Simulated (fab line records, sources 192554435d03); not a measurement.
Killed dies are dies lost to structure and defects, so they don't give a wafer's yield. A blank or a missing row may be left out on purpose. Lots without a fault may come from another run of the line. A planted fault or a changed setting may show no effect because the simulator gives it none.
fab line records | flow n5_finfet
record lots=7 wafers=18 last_day=18
route steps=1938 shown PMOS_HMC_CHANNEL_EPI@84 FIN_SAQP@90 STI_FIN_REVEAL@196 BEOL_M4@1111
lots that met no fault: from a run of the same line without faults
start_h: hours from the record's first day to the start of the lot's first wafer shown | wait_h: hours since the lot's step before | " the same as in the row above | L1.1+2: a row that stands for several wafers | - no value, or no start given | * or withheld: withheld | < > ~ a bound
route shown NAME@n: a module of which the file shows steps, and the number in the route of the first | usual: mean/standard deviation of fault-free wafers | same: alike in all rows | chamber/n: place in a boat | sites: the reading at each site | _std_site: their standard deviation | _edge_site: outer sites' mean less inner sites' | radius_mm: how far each site lies from the wafer's centre | mask NAME#n: copy n | behind: the tool/chamber that last shaped the wafer | hold: why the lot was held/for how many hours/how that ended | device: the transistor (n, p or np) that didn't switch | end of line: the same wafers' tests at the end of the route | a step without rows: its recipe alone | killed: dies lost to structure and defects at the first sort, not the wafer's yield | map: a wafer's dies, x killed, . not, _ none there
set.NAME: the setting as run; set.NAME@STEP: as run at that earlier step | model.NAME: the simulator's own value behind a step, which no gauge read
lots at some steps of the route; a table a step, a row a wafer
services: from which hour (start_h, from the record's first day; less than 0 if before it) a tool's chamber was out of use, for how many hours, and why
## steps
# step N5_PMOS_HMC_CHANNEL_EPI_PRECLEAN_37
# recipe chemistry=O3/DIW time_s=45 temp_c=22 o3_ppm=10
# step N5_PMOS_HMC_CHANNEL_EPI_PRECLEAN_24
# recipe chemistry=DHF time_s=30 temp_c=25 dilution=withheld
# step N5_PMOS_HMC_CHANNEL_EPI_SRD_25
# recipe dry=ipa_marangoni do_ppb=5 time_s=30 temp_c=23 rinse_liquid=diw
# step N5_PMOS_HMC_CHANNEL_EPI_EPI_26
# recipe material=Si target_thk_a=38 temp_c=650 precursor=SiH4/H2 pressure_torr=20 time_s=22.7
# step N5_PMOS_HMC_CHANNEL_EPI_INSPECT_30
# recipe inspect_instrument=darkfield mode=post_epi
# usual raw_defect_count=18/6.1
# columns lot.wafer tool chamber start_h wait_h raw_defect_count
L930.4 defect_inspect-02 - 37.85 0.0 18
L930.5 " - " " 8
L930.6 " - " " 14
L935.2 defect_inspect-02 - 68.95 0.0 24
L935.4 " - " " 10
L936.1 defect_inspect-01 - 74.48 0.0 17
L936.4 " - " " 16
L938.2 defect_inspect-01 - 86.12 0.0 13
L938.4 " - " " 21
L944.1 defect_inspect-01 - 122.37 0.0 18
L944.3 " - " " 15
L944.6 " - " " 21
L947.3 defect_inspect-01 - 141.52 0.0 14
L947.4 " - " " 18
L947.6 " - " " 17
L949.1 defect_inspect-02 - 153.20 0.0 11
L949.3 " - " " 8
L949.5 " - " " 16
# step N5_FIN_SAQP_PRECLEAN_42
# recipe chemistry=O3/DIW time_s=60 temp_c=22 o3_ppm=10
# step N5_FIN_SAQP_PRECLEAN_00
# recipe chemistry=SC1 time_s=60 temp_c=55 mix=1:2:50
# step N5_FIN_SAQP_PRECLEAN_44
# recipe chemistry=SC2 time_s=45 temp_c=35 mix=1:1:50
# step N5_FIN_SAQP_SRD_01
# recipe dry=ipa_marangoni time_s=30 temp_c=23 rinse_liquid=diw
# step N5_FIN_SAQP_ALD_61
# recipe material=SiO2 target_thk_a=40 temp_c=300 ald_precursor_family=BDEAS ald_co_reactant=O2-plasma pulse_time_s=1 purge_time_s=2 co_reactant_purge_time_s=2 ald_cycles=43 pressure_torr=2
# usual heater_power_w=469/40 precursor_pulse_height_rel=0.998/0.022
# same co_reactant_purge_time_s=2
# columns lot.wafer tool chamber start_h wait_h heater_power_w precursor_pulse_height_rel
L930.4 ald_sin-03 2 38.07 0.1 509 1.001
L930.5 " 3 " " 440 1.011
L930.6 " 1 " " 516 0.999
L935.2 ald_sin-03 0 69.14 0.0 431 0.983
L935.4 " 0 " " 421 0.996
L936.1 ald_sin-01 2 74.61 0.0 479 0.981
L936.4 " 1 " " 435 1.032
L938.2 ald_sin-01 3 86.24 0.0 521 0.970
L938.4 " 1 " " 433 0.996
L944.1 ald_sin-03 0 122.50 0.0 420 0.999
L944.3 " 1 " " 498 0.983
L944.6 " 3 " " 444 0.997
L947.3 ald_sin-03 1 141.64 0.0 495 0.991
L947.4 " 2 " " 523 1.003
L947.6 " 1 " " 506 0.995
L949.1 ald_sin-03 3 153.39 0.0 431 0.973
L949.3 " 1 " " 507 0.985
L949.5 " 2 " " 551 1.002
# step N5_FIN_SAQP_DENSIFY_62
# recipe temp_c=700 time_s=60 ambient=N2 idle_temp_c=600 ramp_up_c_per_s=150 ramp_down_c_per_s=60 cool_to_c=600
# step N5_FIN_SAQP_HM_DEP_03
# recipe material=SiNx target_thk_a=380 temp_c=400 precursor=SiH4/NH3/N2 pressure_torr=1.5 rf_w=300 time_s=33.6
# usual heater_power_w=750/95 rf_fwd_power_W=297.3/1.1 showerhead_plenum_p_Torr=5.11/0.057 throttle_valve_pct=39.8/1.6
# columns lot.wafer tool chamber start_h wait_h heater_power_w rf_fwd_power_W showerhead_plenum_p_Torr throttle_valve_pct model.SiNx_of_FIN_SAQP_HM_DEP_03.thk_nm
L930.4 pecvd-02 2 38.43 0.1 650 298.4 5.04 38.2 39.53
L930.5 " 1 " " 904 297.1 4.99 43.9 38.94
L930.6 " 0 " " 753 294.5 5.17 38.2 39.17
L935.2 pecvd-04 0 69.67 0.2 774 - 5.06 39.8 25.46
L935.4 " 1 " " 775 - 5.19 40.3 25.51
L936.1 pecvd-04 2 75.09 0.2 863 297.5 5.15 38.1 38.11
L936.4 " 0 " " 671 - 5.06 39.7 26.09
L938.2 pecvd-04 0 86.67 0.2 701 - 5.05 39.8 25.04
L938.4 " 0 " " 726 - 5.05 39.8 26.43
L944.1 pecvd-02 0 122.91 0.2 785 294.2 5.16 38.5 37.73
L944.3 " 2 " " 694 297.7 5.04 38.6 38.02
L944.6 " 0 " " 783 295.8 5.16 38.7 38.82
L947.3 pecvd-01 0 142.26 0.1 658 299.4 5.13 43.0 37.85
L947.4 " 1 " " 646 297.3 5.10 39.7 37.97
L947.6 " 2 " " 636 297.5 5.08 39.5 38.58
L949.1 pecvd-04 1 153.90 0.2 771 298.1 5.19 40.3 37.51
L949.3 " 0 " " 743 297.5 5.06 40.0 37.61
L949.5 " 0 " " 734 297.1 5.06 40.1 38.37
# step N5_FIN_SAQP_THK_MEAS_05
# usual thk_nm=38.1/0.53
# columns lot.wafer tool chamber start_h wait_h thk_nm
L930.4 film_metro-01 - 38.49 0.0 39.5
L930.5 " - " " 38.9
L930.6 " - " " 39.1
L935.2 film_metro-01 - 69.76 0.1 25.4
L935.4 " - " " 25.5
L936.1 film_metro-02 - 75.19 0.1 38.1
L936.4 " - " " 26.1
L938.2 film_metro-02 - 86.76 0.1 25.0
L938.4 " - " " 26.4
L944.1 film_metro-02 - 123.00 0.1 37.7
L944.3 " - " " 38.0
L944.6 " - " " 38.8
L947.3 film_metro-02 - 142.35 0.1 37.9
L947.4 " - " " 38.0
L947.6 " - " " 38.6
L949.1 film_metro-02 - 153.99 0.1 37.5
L949.3 " - " " 37.6
L949.5 " - " " 38.4
# step N5_FIN_SAQP_PECVD_47
# recipe material=a-Si target_thk_a=450 temp_c=400 precursor=SiH4/He pressure_torr=3 rf_w=100 time_s=36.3
# step N5_FIN_SAQP_PECVD_48
# recipe material=SiNx target_thk_a=250 temp_c=400 precursor=SiH4/NH3/N2 pressure_torr=1.5 rf_w=300 time_s=22.1
# step N5_FIN_SAQP_PECVD_06
# recipe material=a-Si target_thk_a=600 temp_c=400 precursor=SiH4/He pressure_torr=3 rf_w=100 time_s=48.1
# usual heater_power_w=783/83 rf_fwd_power_W=99.1/0.35 showerhead_plenum_p_Torr=5.63/0.043 throttle_valve_pct=18.4/0.91
# columns lot.wafer tool chamber start_h wait_h heater_power_w rf_fwd_power_W showerhead_plenum_p_Torr throttle_valve_pct
L930.4 pecvd-02 2 38.63 0.0 800 99.1 5.58 17.5
L930.5 " 0 " " 786 98.6 5.70 17.5
L930.6 " 1 " " 929 99.4 5.55 19.5
L935.2 pecvd-01 2 69.88 0.0 703 99.0 5.63 17.4
L935.4 " 2 " " 718 99.5 5.61 17.9
L936.1 pecvd-01 0 75.31 0.0 817 99.5 5.65 19.4
L936.4 " 1 " " 683 99.2 5.64 17.9
L938.2 pecvd-01 1 86.88 0.0 704 98.8 5.64 18.0
L938.4 " 2 " " 801 99.1 5.64 17.8
L944.1 pecvd-01 0 123.12 0.0 676 98.9 5.66 19.5
L944.3 " 2 " " 733 99.0 5.62 17.8
L944.6 " 2 " " 723 98.6 5.61 18.0
L947.3 pecvd-02 0 142.47 0.0 794 98.6 5.69 17.6
L947.4 " 2 " " 764 98.6 5.59 17.4
L947.6 " 1 " " 967 99.0 5.55 19.9
L949.1 pecvd-01 0 154.11 0.0 734 99.6 5.67 19.7
L949.3 " 2 " " 737 98.3 5.63 17.7
L949.5 " 1 " " 671 99.5 5.64 18.0
# step N5_FIN_SAQP_THK_MEAS_07
# usual thk_nm=59.9/0.75
# columns lot.wafer tool chamber start_h wait_h thk_nm
L930.4 film_metro-01 - 38.70 0.0 61.6
L930.5 " - " " 59.7
L930.6 " - " " 60.1
L935.2 film_metro-01 - 69.97 0.1 59.5
L935.4 " - " " 60.6
L936.1 film_metro-01 - 75.40 0.1 60.3
L936.4 " - " " 60.0
L938.2 film_metro-01 - 86.97 0.1 59.9
L938.4 " - " " 60.4
L944.1 film_metro-02 - 123.21 0.1 60.0
L944.3 " - " " 59.1
L944.6 " - " " 60.5
L947.3 film_metro-02 - 142.56 0.1 59.6
L947.4 " - " " 61.5
L947.6 " - " " 60.8
L949.1 film_metro-01 - 154.20 0.1 58.9
L949.3 " - " " 58.2
L949.5 " - " " 59.8
# step N5_FIN_SAQP_HM_DEP_72
# recipe material=SiO2 target_thk_a=120 temp_c=400 precursor=SiH4/N2O pressure_torr=0.75 rf_w=275 time_s=7.2
# step N5_FIN_SAQP_COAT_49
# recipe resist=SOC temp_c=250 time_s=60 spin_rpm=1500 resist_thk_nm=100
# step N5_FIN_SAQP_COAT_50
# recipe resist=SiARC temp_c=220 time_s=60 spin_rpm=1500 resist_thk_nm=35
# step N5_FIN_SAQP_COAT_10
# recipe resist=CAR-ArF spin_rpm=1500 resist_thk_nm=90
# step N5_FIN_SAQP_EBR_12
# recipe solvent=PGMEA ebr_width_mm=1.5
# step N5_FIN_SAQP_SOFTBAKE_11
# recipe temp_c=110 time_s=60 resist=CAR-ArF
# step N5_FIN_SAQP_EXPOSE_13
# recipe mask_id=FIN_CORE na=1.35 source_shape=dipole sigma_inner=0.538 sigma_outer=0.738 polarization=te target_cd_nm=35.6 dose_mj=63.25
# step N5_FIN_SAQP_PEB_14
# recipe peb_temp_c=withheld peb_time_s=60 resist=CAR-ArF
# step N5_FIN_SAQP_DEVELOP_15
# recipe develop_time_s=30 developer=TMAH resist=CAR-ArF dev_temp_c=23 rinse_liquid=diw dry=air_spin
# step N5_FIN_SAQP_CD_MEAS_16
# recipe target_cd_nm=35.6 landing_energy_ev=500 detector=se_inlens
# usual cd_nm=35.6/0.33
# columns lot.wafer tool chamber start_h wait_h cd_nm
L930.4 cd_sem-03 0 39.21 - 35.5
L930.5 " 0 " " 35.4
L930.6 " 0 " " 35.6
L935.2 cd_sem-02 0 70.45 - 35.7
L935.4 " 0 " " 35.7
L936.1 cd_sem-01 0 75.88 - 36.1
L936.4 " 0 " " 36.0
L938.2 cd_sem-03 0 87.45 - 36.3
L938.4 " 0 " " 35.6
L944.1 cd_sem-02 0 123.57 - 35.2
L944.3 " 0 " " 35.6
L944.6 " 0 " " 35.7
L947.3 cd_sem-01 0 143.05 - 35.6
L947.4 " 0 " " 35.2
L947.6 " 0 " " 35.0
L949.1 cd_sem-01 0 154.68 - 35.8
L949.3 " 0 " " 34.9
L949.5 " 0 " " 35.5
# step N5_FIN_SAQP_OVL_MEAS_17
# recipe points_per_wafer=44
# usual FIN_CORE_OVL=0.5/0.75
# columns lot.wafer tool chamber start_h wait_h FIN_CORE_OVL[nm]
L930.4 overlay-01 0 39.24 0.0 0.6
L930.5 " 0 " " 0.6
L930.6 " 0 " " 0.9
L935.2 overlay-02 0 70.49 0.0 -0.1
L935.4 " 0 " " 0.1
L936.1 overlay-02 0 75.92 0.0 0.0
L936.4 " 0 " " 0.2
L938.2 overlay-02 0 87.49 0.0 0.7
L938.4 " 0 " " 1.0
L944.1 overlay-02 0 123.61 0.0 1.3
L944.3 " 0 " " 0.5
L944.6 " 0 " " 1.1
L947.3 overlay-02 0 143.08 0.0 1.2
L947.4 " 0 " " 0.5
L947.6 " 0 " " 0.8
L949.1 overlay-01 0 154.72 0.0 1.6
L949.3 " 0 " " 0.4
L949.5 " 0 " " 0.7
# step N5_FIN_SAQP_INSPECT_18
# recipe mode=adi inspect_instrument=brightfield
# usual raw_defect_count=426/120
# columns lot.wafer tool chamber start_h wait_h raw_defect_count
L930.4 defect_inspect-02 - 39.27 0.0 410
L930.5 " - " " 323
L930.6 " - " " 309
L935.2 defect_inspect-01 - 70.52 0.0 458
L935.4 " - " " 349
L936.1 defect_inspect-01 - 75.94 0.0 348
L936.4 " - " " 306
L938.2 defect_inspect-02 - 87.52 0.0 472
L938.4 " - " " 402
L944.1 defect_inspect-02 - 123.63 0.0 342
L944.3 " - " " 303
L944.6 " - " " 399
L947.3 defect_inspect-02 - 143.10 0.0 407
L947.4 " - " " 276
L947.6 " - " " 312
L949.1 defect_inspect-01 - 154.74 0.0 437
L949.3 " - " " 366
L949.5 " - " " 269
# step N5_FIN_SAQP_DESCUM_21
# recipe chemistry=O2 time_s=7.9 source_power_w=50 bias_power_w=20 pressure_mtorr=20 rf_frequency_hz=2.712e+07 temp_c=40 resist=CAR-ArF o2_flow_sccm=225
# step N5_FIN_SAQP_ETCH_51
# recipe chemistry=CF4 target=SiARC target_depth_a=455 mask_material=CAR-ArF time_s=75.8 ion_energy_ev=80 pressure_mtorr=40 source_w=545 bias_w=36 Ar_flow_sccm=100 cf4_flow_sccm=100 ends=cleared
# step N5_FIN_SAQP_ETCH_52
# recipe chemistry=N2/H2 target=SOC target_depth_a=1000 overetch_a=200 mask_material=SiARC temp_c=40 time_s=150 ion_energy_ev=200 pressure_mtorr=30 source_w=840 bias_w=150 n2_flow_sccm=200 h2_flow_sccm=200 ends=end_point
# step N5_FIN_SAQP_STRIP_53
# recipe chemistry=N2/H2 temp_c=40 n2_flow_sccm=200 h2_flow_sccm=200 rf_frequency_hz=6e+07
# step N5_FIN_SAQP_HM_OPEN_73
# recipe chemistry=CHF3/O2 target=SiO2 stop_on=a-Si target_depth_a=120 over_etch_frac=1.8 mask_material=SOC time_s=16.8 pressure_mtorr=30 source_w=650 bias_w=170 Ar_flow_sccm=200 CHF3_flow_sccm=50 O2_flow_sccm=5 ion_energy_ev=200 ends=end_point
# usual drypump_motor_current_A=5.6/0.63 oes_product_au=0.47/0.05 rf_fwd_power_W=643.8/2.8 rf_vpp_V=520/8.9 showerhead_plenum_p_Torr=2.36/0.05 throttle_valve_pct=18.91/0.2
# columns lot.wafer tool chamber start_h wait_h drypump_motor_current_A oes_product_au rf_fwd_power_W rf_hours_counter_h rf_vpp_V showerhead_plenum_p_Torr throttle_valve_pct
L930.4 rie_diel-03 0 39.50 0.0 5.0 0.41 641.7 244 519 2.48 19.36
L930.5 " 1 " " 6.6 0.43 641.8 - 505 2.32 19.06
L930.6 " 0 " " 5.0 0.41 643.1 - 517 2.48 19.35
L935.2 rie_diel-03 2 70.75 0.0 4.8 0.41 647.8 252 536 2.36 18.69
L935.4 " 3 " " 6.5 0.41 647.7 - 530 2.30 19.04
L936.1 rie_diel-06 3 76.18 0.0 6.7 0.43 645.3 232 518 2.37 19.09
L936.4 " 0 " " 5.2 0.55 642.9 23 529 2.38 18.80
L938.2 rie_diel-06 2 87.75 0.0 5.4 0.44 641.3 189 514 2.30 19.02
L938.4 " 2 " " 5.4 0.44 639.2 - 513 2.30 19.03
L944.1 rie_diel-06 3 123.86 0.0 6.7 0.42 646.1 246 517 2.36 19.14
L944.3 " 2 " " 5.4 0.44 644.6 201 513 2.30 19.04
L944.6 " 0 " " 5.2 0.53 645.1 - 529 2.37 18.82
L947.3 rie_diel-06 0 143.34 0.0 5.2 0.51 645.0 48 527 2.37 18.85
L947.4 " 1 " " 4.9 0.50 641.9 - 530 2.34 18.81
L947.6 " 2 " " 5.4 0.44 639.1 - 512 2.30 19.04
L949.1 rie_diel-04 1 155.02 0.0 6.1 0.51 642.7 41 512 2.34 18.51
L949.3 " 3 " " 5.6 0.51 647.1 56 517 2.37 19.03
L949.5 " 2 " " 5.8 0.42 647.4 - 510 2.39 19.10
# step N5_FIN_SAQP_STRIP_74
# recipe chemistry=CHF3/O2 resist=SiARC rf_frequency_hz=6e+07
# step N5_FIN_SAQP_MANDREL_ETCH_22
# recipe target_depth_a=600 chemistry=HBr/Cl2 target=a-Si stop_on=SiNx bt_time_s=10 over_etch_frac=0.5 time_s=30 pressure_mtorr=10 icp_w=800 bias_w=75 HBr_flow_sccm=150 Cl2_flow_sccm=80 ends=end_point
# step N5_FIN_SAQP_STRIP_55
# recipe chemistry=N2/H2 power_w=500 temp_c=40 pressure_mtorr=50 rf_frequency_hz=6e+07 overash_fraction=0.3 bias_power_w=28 h2_frac=0.5 n2_flow_sccm=300 h2_flow_sccm=300
# usual drypump_motor_current_A=5.7/0.63 oes_product_au=0.81/0.1 power_w=500.1/1.5 rf_vpp_V=121.7/1.4 showerhead_plenum_p_Torr=3.29/0.081 throttle_valve_pct=19.0/0.33
# columns lot.wafer tool chamber start_h wait_h drypump_motor_current_A oes_product_au power_w rf_hours_counter_h rf_vpp_V showerhead_plenum_p_Torr throttle_valve_pct
L930.4 rie_diel-04 0 39.68 0.1 5.5 0.79 498.3 91 120.3 3.26 18.8
L930.5 " 0 " " 5.5 0.79 499.6 - 120.5 3.26 18.8
L930.6 " 1 " " 6.1 0.97 500.5 - 123.2 3.31 18.4
L935.2 rie_diel-04 3 70.93 0.1 5.6 0.94 500.3 24 122.3 3.27 19.1
L935.4 " 2 " " 5.9 0.73 500.5 185 122.4 3.34 19.2
L936.1 rie_diel-04 0 76.41 0.1 5.5 0.79 500.9 107 123.2 3.25 18.8
L936.4 " 3 " " 5.7 0.94 502.6 26 121.6 3.27 19.1
L938.2 rie_diel-04 1 87.93 0.1 6.1 0.92 501.8 21 123.4 3.30 18.5
L938.4 " 2 " " 5.8 0.72 501.3 191 121.9 3.34 19.2
L944.1 rie_diel-06 2 124.04 0.1 5.4 0.73 499.8 201 121.7 3.21 19.5
L944.3 " 3 " " 6.7 0.70 498.5 246 120.5 3.30 19.1
L944.6 " 0 " " 5.2 0.88 500.1 - 120.5 3.29 19.2
L947.3 rie_diel-04 2 143.52 0.1 5.8 0.70 500.2 213 119.8 3.33 19.2
L947.4 " 0 " " 5.5 0.78 503.1 132 123.5 3.24 18.9
L947.6 " 2 " " 5.8 0.69 498.2 - 120.0 3.33 19.2
L949.1 rie_diel-06 2 155.20 0.1 5.4 0.71 501.0 214 123.8 3.21 19.5
L949.3 " 0 " " 5.2 0.85 504.4 53 120.2 3.28 19.2
L949.5 " 0 " " 5.2 0.87 500.8 - 121.8 3.28 19.2
# step N5_FIN_SAQP_STRIP_23
# recipe chemistry=SPM time_s=750 temp_c=130 h2so4_h2o2_vol_ratio=4
# step N5_FIN_SAQP_SRD_66
# recipe dry=ipa_marangoni time_s=30 temp_c=23 rinse_liquid=diw
# step N5_FIN_SAQP_RECESS_75
# recipe chemistry=HF/NH3 target=SiO2 target_depth_a=144 afs_cycles=3 temp_c=30 sublimation_temp_c=180 sublimation_time_s=60
# step N5_FIN_SAQP_SPACER1_ALD_24
# recipe material=SiO2 target_thk_a=203 temp_c=300 ald_precursor_family=BDEAS ald_co_reactant=O2-plasma pulse_time_s=1 purge_time_s=2 co_reactant_purge_time_s=2 ald_cycles=218 pressure_torr=2
# usual heater_power_w=460/41 precursor_pulse_height_rel=1.003/0.022
# same co_reactant_purge_time_s=2
# columns lot.wafer tool chamber start_h wait_h heater_power_w precursor_pulse_height_rel
L930.4 ald_sin-02 2 40.73 0.5 457 1.000
L930.5 " 1 " " 471 0.995
L930.6 " 0 " " 382 0.986
L935.2 ald_sin-01 2 72.00 0.5 475 0.967
L935.4 " 1 " " 434 1.021
L936.1 ald_sin-03 1 77.49 0.6 517 0.971
L936.4 " 0 " " 417 1.021
L938.2 ald_sin-02 1 89.02 0.5 469 1.038
L938.4 " 0 " " 395 0.988
L944.1 ald_sin-02 3 125.11 0.6 453 1.008
L944.3 " 1 " " 475 0.997
L944.6 " 3 " " 458 0.979
L947.3 ald_sin-01 2 144.34 0.3 478 0.990
L947.4 " 1 " " 423 0.970
L947.6 " 0 " " 482 1.001
L949.1 ald_sin-01 2 156.00 0.3 479 0.992
L949.3 " 3 " " 521 1.032
L949.5 " 3 " " 531 1.012
# step N5_FIN_SAQP_HM_OPEN_33
# recipe chemistry=CH3F/O2 target=SiNx mask_material=SiO2 target_depth_a=494 time_s=70.6 pressure_mtorr=30 source_w=395 bias_w=73 Ar_flow_sccm=150 CH3F_flow_sccm=30 O2_flow_sccm=20 ion_energy_ev=120 ends=cleared
# usual drypump_motor_current_A=5.7/0.66 etch_rf_on_time_s=69.4/1.7 oes_product_au=0.69/0.09 rf_fwd_power_W=390.0/2.1 rf_vpp_V=296/5.5 showerhead_plenum_p_Torr=1.96/0.058 throttle_valve_pct=16.38/0.25
# columns lot.wafer tool chamber start_h wait_h drypump_motor_current_A etch_rf_on_time_s oes_product_au rf_fwd_power_W rf_hours_counter_h rf_vpp_V showerhead_plenum_p_Torr throttle_valve_pct model.etch.depth_nm
L930.4 rie_diel-04 1 43.39 0.3 6.1 69.3 0.83 388.7 3 292 1.96 15.97 38.85
L930.5 " 3 " " 5.7 69.3 0.81 392.7 - 296 1.98 16.42 38.31
L930.6 " 0 " " 5.5 71.9 0.68 386.5 - 295 1.93 16.22 38.51
L935.2 rie_diel-06 1 74.67 0.0 4.8 45.2 0.74 384.5 56 301 1.94 16.28 24.78
L935.4 " 0 " " 5.1 46.4 0.77 389.6 23 300 1.97 16.24 24.88
L936.1 rie_diel-03 0 80.48 0.0 5.0 69.4 0.85 386.7 1 295 2.06 16.40 37.42
L936.4 " 3 " " 6.5 48.9 0.58 389.7 - 301 1.90 16.58 25.43
L938.2 rie_diel-06 1 92.41 0.0 4.9 44.4 0.74 387.5 63 301 1.94 16.27 24.41
L938.4 " 0 " " 5.2 47.8 0.76 391.6 30 300 1.97 16.25 25.8
L944.1 rie_diel-03 3 128.11 0.0 6.5 65.8 0.84 390.8 2 306 2.15 16.07 37.11
L944.3 " 1 " " 6.5 69.1 0.60 389.6 210 287 1.91 16.62 37.39
L944.6 " 2 " " 4.8 69.4 0.81 391.3 - 304 1.95 15.81 38.19
L947.3 rie_diel-06 2 146.86 0.0 5.4 70.5 0.61 387.5 211 291 1.90 16.57 37.07
L947.4 " 0 " " 5.2 70.6 0.72 394.6 - 300 1.96 16.30 37.13
L947.6 " 1 " " 4.8 69.6 0.72 389.9 - 299 1.94 16.32 37.9
L949.1 rie_diel-03 0 158.51 0.0 5.0 68.2 0.76 388.9 32 296 2.05 16.45 36.83
L949.3 " 2 " " 4.8 67.9 0.78 391.4 23 303 1.95 15.82 36.98
L949.5 " 1 " " 6.5 70.3 0.58 391.3 - 286 1.90 16.64 37.69
# step N5_STI_FIN_REVEAL_RECESS_09
# recipe chemistry=HF/NH3 target=SiO2 afs_cycles=11 target_depth_a=425 temp_c=30 sublimation_temp_c=180 sublimation_time_s=60
# usual drypump_motor_current_A=5.39/0.14 foreline_p_Torr=0.1281/0.00058 sublimation_temp_c=180.01/0.15
# columns lot.wafer tool chamber start_h wait_h drypump_motor_current_A foreline_p_Torr sublimation_temp_c model.SiNx_of_FIN_SAQP_HM_DEP_03.thk_nm
L930.4 vapor_etch-01 1 52.67 0.6 5.49 0.1289 180.09 20
L930.5 " 0 " " 5.24 0.1282 180.21 19.4
L930.6 " 1 " " 5.47 0.1280 179.84 19.2
L935.2 vapor_etch-01 1 82.57 0.0 5.54 0.1277 180.08 5.6
L935.4 " 1 " " 5.53 0.1276 180.21 5.6
L936.1 vapor_etch-01 1 88.67 0.0 5.51 0.1273 180.07 18
L936.4 " 1 " " 5.53 0.1270 179.95 6
L938.2 vapor_etch-02 1 101.08 0.6 5.38 0.1280 180.03 5
L938.4 " 1 102.14 1.6 5.37 0.1282 180.06 6.8
L944.1 vapor_etch-01 0 136.20 0.0 5.26 0.1276 180.07 18.2
L944.3 " 1 " " 5.47 0.1285 180.10 18.2
L944.6 " 0 " " 5.26 0.1272 179.96 18.8
L947.3 vapor_etch-02 1 155.93 1.1 5.39 0.1280 179.69 17.8
L947.4 " 1 " " 5.37 0.1273 179.88 18
L947.6 " 1 157.52 2.7 5.38 0.1293 179.92 18.6
L949.1 vapor_etch-02 1 166.70 0.0 5.41 0.1284 180.14 17.8
L949.3 " 1 167.76 1.1 5.39 0.1285 180.09 17.6
L949.5 " 1 168.82 2.1 5.37 0.1285 180.02 18.6
# step N5_BEOL_M4_RC_MEAS_101
# usual DIBL_N=36.0/1.6 DIBL_P=36.1/2 IOFF_N=0.160/0.029 IOFF_P=0.21/0.039 ION_N=675/13 ION_P=464/8.8 SS_N=71.5/0.58 SS_P=73.3/0.65 VT_N=250/3.3 VT_P=-249/3.6
# columns lot.wafer tool chamber start_h wait_h DIBL_N[mV/V] DIBL_P[mV/V] IOFF_N[nA/um] IOFF_P[nA/um] ION_N[uA/um] ION_P[uA/um] SS_N[mV/dec] SS_P[mV/dec] VT_N[mV] VT_P[mV]
L930.4 prober-02 0 187.27 0.5 35.3 35.7 0.135 0.17 667 455 72.0 72.2 252 -256
L930.5 " 0 " " 33.8 33.5 0.111 0.14 656 454 71.8 72.8 256 -258
L930.6 " 0 " " 35.2 34.8 0.135 0.17 675 460 71.8 73.1 253 -254
L936.1 prober-02 0 220.01 0.0 36.2 34.9 0.161 0.21 669 460 71.2 73.3 250 -247
L936.4 " 0 " " 40.7 41.7 0.285 0.32 715 481 72.5 75.1 238 -246
L935.2 prober-01 0 220.12 0.2 38.6 40.2 0.226 0.25 702 472 71.6 73.9 245 -248
L935.4 " 0 " " 36.2 37.9 0.171 0.22 670 459 71.6 72.9 249 -252
L938.2 prober-01 0 236.39 0.2 39.6 41.8 0.254 0.36 706 492 72.0 75.1 242 -241
L938.4 " 0 " " 36.9 37.6 0.182 0.25 682 469 71.5 74.0 248 -244
L944.1 prober-01 0 268.08 0.0 35.8 36.9 0.169 0.20 693 470 71.8 73.4 248 -249
L944.3 " 0 " " 36.0 37.0 0.182 0.21 694 475 71.1 73.8 245 -248
L944.6 " 0 " " 36.5 38.0 0.188 0.21 694 474 71.4 73.8 247 -248
L947.3 prober-02 0 301.42 0.3 38.4 37.8 0.198 0.25 692 474 72.1 73.9 246 -244
L947.4 " 0 " " 35.6 35.3 0.143 0.20 681 472 71.6 72.9 248 -249
L947.6 " 0 " " 35.1 34.4 0.130 0.19 670 458 71.2 72.2 253 -249
L949.1 prober-02 0 303.28 0.0 34.6 34.1 0.130 0.18 657 452 71.7 72.8 254 -251
L949.3 " 0 " " 36.9 38.1 0.192 0.26 674 464 71.4 73.9 248 -246
L949.5 " 0 " " 33.7 33.0 0.120 0.17 660 454 71.5 72.7 255 -252
## services
# columns tool chamber start_h hours kind
ald_sin-01 1 21.91 2.8 repair
ald_sin-03 - 28.32 2.6 repair
rie_diel-04 2 31.94 2.5 repair
ald_sin-03 0 33.00 12.5 repair
ald_sin-02 3 36.99 8.6 repair
vapor_etch-02 0 44.10 182.4 repair
pecvd-02 - 44.26 14.6 pm
ald_sin-01 1 47.80 2.6 repair
ald_sin-01 0 48.63 11.0 repair
pecvd-01 - 50.57 2.8 pm
ald_sin-03 2 65.32 6.0 repair
rie_diel-06 3 81.71 6.0 repair
vapor_etch-02 - 84.35 0.6 repair
ald_sin-03 - 85.89 14.0 pm
ald_sin-01 - 95.73 5.5 repair
rie_diel-03 - 97.60 2.8 pm
pecvd-02 - 104.26 1.2 repair
vapor_etch-01 - 108.14 0.2 repair
pecvd-01 - 114.27 1.3 repair
rie_diel-04 1 120.81 9.9 repair
rie_diel-06 3 135.20 - clean
rie_diel-06 3 135.20 - consumable_replace:focus_ring
rie_diel-06 3 135.20 16.4 scheduled_down
rie_diel-04 0 148.13 8.1 repair
## key
first_sign step=N5_FIN_SAQP_THK_MEAS_05 reading=thk_nm direction=down sigmas=24 usual=* struck=*
effect step=N5_FIN_SAQP_HM_OPEN_33 reading=etch_rf_on_time_s direction=down sigmas=14 usual=* struck=*
effect step=N5_BEOL_M4_RC_MEAS_101 reading=IOFF_N direction=up sigmas=2.2 usual=0.160 struck=0.224
effect step=N5_BEOL_M4_RC_MEAS_101 reading=DIBL_P direction=up sigmas=1.9 usual=36.1 struck=39.8
effect step=N5_BEOL_M4_RC_MEAS_101 reading=IOFF_P direction=up sigmas=1.7 usual=0.21 struck=0.28
effect step=N5_BEOL_M4_RC_MEAS_101 reading=ION_N direction=up sigmas=1.6 usual=675 struck=695
model_effect step=N5_FIN_SAQP_HM_DEP_03 value=SiNx_of_FIN_SAQP_HM_DEP_03.thk_nm without=38.24 struck=25.71
model_effect step=N5_FIN_SAQP_HM_OPEN_33 value=etch.depth_nm without=37.59 struck=25.06
model_effect step=N5_STI_FIN_REVEAL_RECESS_09 value=SiNx_of_FIN_SAQP_HM_DEP_03.thk_nm without=18.36 struck=5.8
met_at N5_FIN_SAQP_HM_DEP_03
struck_wafers L935.2,L935.4,L936.4,L938.2,L938.4
sort_left_out L935.2,L935.4,L936.4,L938.2,L938.4
fault kind=process_parameter_drift tool=pecvd-04 chamber=- onset_h=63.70 steps=N5_FIN_SAQP_HM_DEP_03 channel=time_s offset=* shape=step end_h=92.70 scope=struck_wafers_only acts_in=* stated=*
# sort_left_out: the simulated sort isn't trusted on such a fault, so these wafers' sort isn't shown, and their yield isn't known
